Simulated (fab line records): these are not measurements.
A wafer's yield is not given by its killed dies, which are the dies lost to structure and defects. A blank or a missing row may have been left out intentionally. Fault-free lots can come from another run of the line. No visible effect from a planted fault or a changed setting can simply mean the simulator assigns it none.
Matching of chambers / flow nandHarc / NHARC_A_BLC_ETCH_16 on rieDiel-02 has 4 sister chambers
The step etches the open film in CF4, target depth 39 nm, time 65 s. 14 wafers are shown with their chamber, then 6 later ones without.

== WAFERS, EACH WITH ITS CHAMBER ==
wafer=L603.2; chamber=1; drypumpMotorCurrentA (A)=5.0; rfFwdPowerW (W)=295.6; oesProductAu (a.u.)=0.980
wafer=L603.3; chamber=3; drypumpMotorCurrentA (A)=5.6; rfFwdPowerW (W)=298.1; oesProductAu (a.u.)=1.001
wafer=L603.4; chamber=0; drypumpMotorCurrentA (A)=5.6; rfFwdPowerW (W)=297.9; oesProductAu (a.u.)=0.987
wafer=L605.1; chamber=1; drypumpMotorCurrentA (A)=5.0; rfFwdPowerW (W)=296.0; oesProductAu (a.u.)=1.000
wafer=L605.5; chamber=1; drypumpMotorCurrentA (A)=4.9; rfFwdPowerW (W)=295.5; oesProductAu (a.u.)=0.988
wafer=L605.6; chamber=0; drypumpMotorCurrentA (A)=5.6; rfFwdPowerW (W)=297.7; oesProductAu (a.u.)=0.987
wafer=L614.1; chamber=2; drypumpMotorCurrentA (A)=5.3; rfFwdPowerW (W)=294.7; oesProductAu (a.u.)=1.014
wafer=L614.4; chamber=1; drypumpMotorCurrentA (A)=4.9; rfFwdPowerW (W)=295.9; oesProductAu (a.u.)=0.992
wafer=L618.1; chamber=3; drypumpMotorCurrentA (A)=5.6; rfFwdPowerW (W)=297.2; oesProductAu (a.u.)=0.997
wafer=L618.5; chamber=2; drypumpMotorCurrentA (A)=5.3; rfFwdPowerW (W)=297.4; oesProductAu (a.u.)=0.993
wafer=L618.6; chamber=1; drypumpMotorCurrentA (A)=5.0; rfFwdPowerW (W)=296.4; oesProductAu (a.u.)=0.986
wafer=L619.4; chamber=1; drypumpMotorCurrentA (A)=4.9; rfFwdPowerW (W)=296.4; oesProductAu (a.u.)=0.966
wafer=L619.5; chamber=3; drypumpMotorCurrentA (A)=5.5; rfFwdPowerW (W)=297.3; oesProductAu (a.u.)=0.988
wafer=L619.6; chamber=2; drypumpMotorCurrentA (A)=5.3; rfFwdPowerW (W)=295.5; oesProductAu (a.u.)=1.003

SIGNATURES (means of the wafers above)
reading=drypumpMotorCurrentA; chamber 0=5.600; chamber 1=4.950; chamber 2=5.300; chamber 3=5.567; scatter within a chamber=0.0465
reading=rfFwdPowerW; chamber 0=297.800; chamber 1=295.967; chamber 2=295.867; chamber 3=297.533; scatter within a chamber=0.713
reading=oesProductAu; chamber 0=0.98700; chamber 1=0.98533; chamber 2=1.00333; chamber 3=0.99533; scatter within a chamber=0.00989
Rule: a wafer lies at a distance from a chamber equal to the root of the sum of squares, over the readings, of (its reading less the chamber's mean, divided by the reading's scatter). If the next closest chamber is less than 2 further off than the closest, the wafer can't be placed; otherwise it belongs to the closest. The scatter is the square root of a quotient: the sum, over the shown wafers, of each reading's squared deviation from its chamber's mean, divided by wafers minus chambers.

== WAFERS MISSING THEIR CHAMBER ==
wafer=L624.1; drypumpMotorCurrentA (A)=5.0; rfFwdPowerW (W)=296.9; oesProductAu (a.u.)=0.985
wafer=L624.2; drypumpMotorCurrentA (A)=5.6; rfFwdPowerW (W)=294.5; oesProductAu (a.u.)=1.001
wafer=L624.4; drypumpMotorCurrentA (A)=5.0; rfFwdPowerW (W)=297.2; oesProductAu (a.u.)=0.993
wafer=L626.1; drypumpMotorCurrentA (A)=5.2; rfFwdPowerW (W)=297.0; oesProductAu (a.u.)=1.025
wafer=L626.2; drypumpMotorCurrentA (A)=5.6; rfFwdPowerW (W)=298.6; oesProductAu (a.u.)=1.023
wafer=L626.4; drypumpMotorCurrentA (A)=5.5; rfFwdPowerW (W)=297.9; oesProductAu (a.u.)=1.014

== EACH ONE'S CHAMBER ==
wafer=L624.1; from the rows above=1; in truth=1
wafer=L624.2; from the rows above=can't be placed: 3 or 0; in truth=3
wafer=L624.4; from the rows above=1; in truth=1
wafer=L626.1; from the rows above=2; in truth=2
wafer=L626.2; from the rows above=can't be placed: 3 or 0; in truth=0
wafer=L626.4; from the rows above=can't be placed: 3 or 0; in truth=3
3 of 6 placed correctly. These rows do not allow placing 3 (true chamber among the candidates in 3). Wrongly placed: 0.
